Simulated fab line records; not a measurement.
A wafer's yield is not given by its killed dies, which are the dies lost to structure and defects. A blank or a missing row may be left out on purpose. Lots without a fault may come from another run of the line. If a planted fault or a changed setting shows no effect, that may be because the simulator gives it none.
Split-lot experiment + flow n5Finfet + 39 wafers read across 7 lots, on a route 1938 steps long

## THE SPLIT
At N5_GATE_CUT_DESCUM_18 (chemistry O2, time 7 s), the setting timeS was moved away from the recipe's 7 s on 15 of the 39 wafers read, by -51.2% to -28.3%. For the rest of the wafers, this setting stayed at what the recipe calls for.

## FROM THE SPLIT TO THE READING: what the file shows between them, 2 steps
- N5_GATE_CUT_ETCH_28: etches underlayer in N2/H2, target depth 13 nm, time 10.4 s
- N5_GATE_CUT_ETCH_36: etches SiARC in CF4, target depth 13 nm, time 21.7 s

## THE READING
GATE_CUT.cdNm (the simulator's own value, which no gauge read), in nm, at N5_GATE_CUT_ETCH_37 (etches SOC in N2/H2, target depth 60 nm, overetch 12 nm, time 90 s). There is no usual value for it anywhere in the file. Across the 24 wafers here that went through the recipe, the average is 20.1 nm and the standard deviation 0.18 nm.

| wafer  | tool, chamber at the split | timeS as run, s | against the recipe | GATE_CUT.cdNm, nm | against lot-mates on the recipe |
|--------|----------------------------|-----------------|--------------------|-------------------|---------------------------------|
| L076.1 | rieDiel-03, 3,1,1          | 3.813           | -45.5%             | 19.4              | -0.4                            |
| L076.4 | rieDiel-03, 3,1,1          | 3.813           | -45.5%             | 19.4              | -0.4                            |
| L076.2 | rieDiel-03, 2,0,0          | 7               | recipe             | 19.8              | -                               |
| L076.3 | rieDiel-03, 2,0,0          | 7               | recipe             | 19.8              | -                               |
| L076.5 | rieDiel-03, 2,0,0          | 7               | recipe             | 19.8              | -                               |
| L076.6 | rieDiel-03, 3,1,1          | 3.813           | -45.5%             | 19.2              | -0.6                            |
| L077.1 | rieDiel-06, 3,0            | 3.413           | -51.2%             | 19.8              | -0.5                            |
| L077.2 | rieDiel-06, 3,0            | 3.413           | -51.2%             | 19.8              | -0.5                            |
| L077.3 | rieDiel-06, 1,2,0          | 7               | recipe             | 20.4              | -                               |
| L077.5 | rieDiel-06, 1,2,0          | 7               | recipe             | 20.4              | -                               |
| L077.4 | rieDiel-06, 1,2,0          | 7               | recipe             | 20.2              | -                               |
| L077.6 | rieDiel-06, 1              | 3.413           | -51.2%             | 20                | -0.3                            |
| L079.1 | rieDiel-06, 2              | 4.852           | -30.7%             | 20                | -0.3                            |
| L079.6 | rieDiel-06, 0,1            | 4.852           | -30.7%             | 20                | -0.3                            |
| L079.2 | rieDiel-06, 1,3,2          | 7               | recipe             | 20.4              | -                               |
| L079.3 | rieDiel-06, 1,3,2          | 7               | recipe             | 20.4              | -                               |
| L079.4 | rieDiel-06, 0,1            | 4.852           | -30.7%             | 20.2              | -0.1                            |
| L079.5 | rieDiel-06, 1,3,2          | 7               | recipe             | 20.2              | -                               |
| L083.1 | rieDiel-04, 3,0            | 7               | recipe             | 20.2              | -                               |
| L083.5 | rieDiel-04, 3,0            | 7               | recipe             | 20.2              | -                               |
| L083.6 | rieDiel-04, 3              | 7               | recipe             | 20                | -                               |
| L090.1 | rieDiel-04, 0,2,3          | 7               | recipe             | 20                | -                               |
| L090.5 | rieDiel-04, 0,2,3          | 7               | recipe             | 20                | -                               |
| L090.2 | rieDiel-04, 1,3            | 5.02            | -28.3%             | 19.8              | -0.3                            |
| L090.4 | rieDiel-04, 1,3            | 5.02            | -28.3%             | 19.8              | -0.3                            |
| L090.3 | rieDiel-04, 0,2,3          | 7               | recipe             | 20.2              | -                               |
| L090.6 | rieDiel-04, 0              | 5.02            | -28.3%             | 19.6              | -0.5                            |
| L094.1 | rieDiel-06, 3,2,3          | 4.645           | -33.6%             | 19.8              | -0.3                            |
| L094.5 | rieDiel-06, 3,2,3          | 4.645           | -33.6%             | 19.8              | -0.3                            |
| L094.2 | rieDiel-06, 1,0,0          | 7               | recipe             | 20.2              | -                               |
| L094.6 | rieDiel-06, 1,0,0          | 7               | recipe             | 20.2              | -                               |
| L094.3 | rieDiel-06, 3,2,3          | 4.645           | -33.6%             | 19.6              | -0.5                            |
| L094.4 | rieDiel-06, 1,0,0          | 7               | recipe             | 20                | -                               |
| L096.1 | rieDiel-04, 1,3,2,1        | 7               | recipe             | 20.2              | -                               |
| L096.2 | rieDiel-04, 1,3,2,1        | 7               | recipe             | 20.2              | -                               |
| L096.3 | rieDiel-04, 0              | 7               | recipe             | 20.2              | -                               |
| L096.5 | rieDiel-04, 1,3,2,1        | 7               | recipe             | 20.2              | -                               |
| L096.4 | rieDiel-04, 1,3,2,1        | 7               | recipe             | 20                | -                               |
| L096.6 | rieDiel-04, 0              | 7               | recipe             | 20.4              | -                               |
Where a row lists several chambers, the file gives one row for several wafers and doesn't say which wafer went through which chamber.

THE FIT
A straight line over all 39 wafers: GATE_CUT.cdNm changes by +0.0105 nm for each +1% of timeS; r = +0.69; the points scatter about the line by 0.22 nm.
The same after taking each lot's own level away (the mean of its wafers on the recipe; 39 wafers): +0.00999 nm for each +1%; r = +0.89; scatter 0.1 nm.
On that fit, the largest move of timeS shifts the reading by 0.51 nm.
From 19.80 to 20.33 nm: that is the span of the lots' own levels, equal to 2.9 times the standard deviation above.
So the lot-to-lot level blurs the effect unless lot-mates are compared.
Check: for one of the wafers moved furthest among these (-51.2%), held out of the fit, the line's prediction against its lot-mates is -0.512 nm. It came out at -0.533 nm against them.

## ADDITIONAL SPLITS CARRIED BY THESE WAFERS
Before the reading, these wafers also passed through other splits. Each is held against what the fit with the lots' levels taken away leaves over:
| other split on the same wafers               | wafers away from the commonest value | r with GATE_CUT.cdNm (lot level and that fit taken away) |
|----------------------------------------------|--------------------------------------|----------------------------------------------------------|
| N5_PMOS_HMC_CHANNEL_EPI_HM_DEP_34 targetThkA | 9                                    | -0.04                                                    |
| N5_DUMMY_GATE_HM_DEP_06 timeS                | 24                                   | -0.04                                                    |

## THE WHOLE CHAIN: every reading that the file lists as answering this split, in the file's order
| step                  | what it does                                                       | reading                                                                            | change (the file's fit)                 | r (the file's) |
|-----------------------|--------------------------------------------------------------------|------------------------------------------------------------------------------------|-----------------------------------------|----------------|
| N5_GATE_CUT_DESCUM_18 | chemistry O2, time 7 s                                             | CAR-EUV_of_GATE_CUT_COAT_07.thkNm (the simulator's own value, which no gauge read) | -0.0354 nm for each +1% of the setting  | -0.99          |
| N5_GATE_CUT_ETCH_28   | etches underlayer in N2/H2, target depth 13 nm, time 10.4 s        | GATE_CUT.cdNm (the simulator's own value, which no gauge read)                     | +0.00917 nm for each +1% of the setting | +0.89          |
| N5_GATE_CUT_ETCH_36   | etches SiARC in CF4, target depth 13 nm, time 21.7 s               | CAR-EUV_of_GATE_CUT_COAT_07.thkNm (the simulator's own value, which no gauge read) | -0.0337 nm for each +1% of the setting  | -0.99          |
| N5_GATE_CUT_ETCH_36   | etches SiARC in CF4, target depth 13 nm, time 21.7 s               | GATE_CUT.cdNm (the simulator's own value, which no gauge read)                     | +0.00903 nm for each +1% of the setting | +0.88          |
| N5_GATE_CUT_ETCH_37   | etches SOC in N2/H2, target depth 60 nm, overetch 12 nm, time 90 s | GATE_CUT.cdNm (the simulator's own value, which no gauge read)                     | +0.0101 nm for each +1% of the setting  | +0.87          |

## THE FILE'S OWN FIT
GATE_CUT.cdNm changes by +0.0101 nm for each +1% of timeS, r = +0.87.
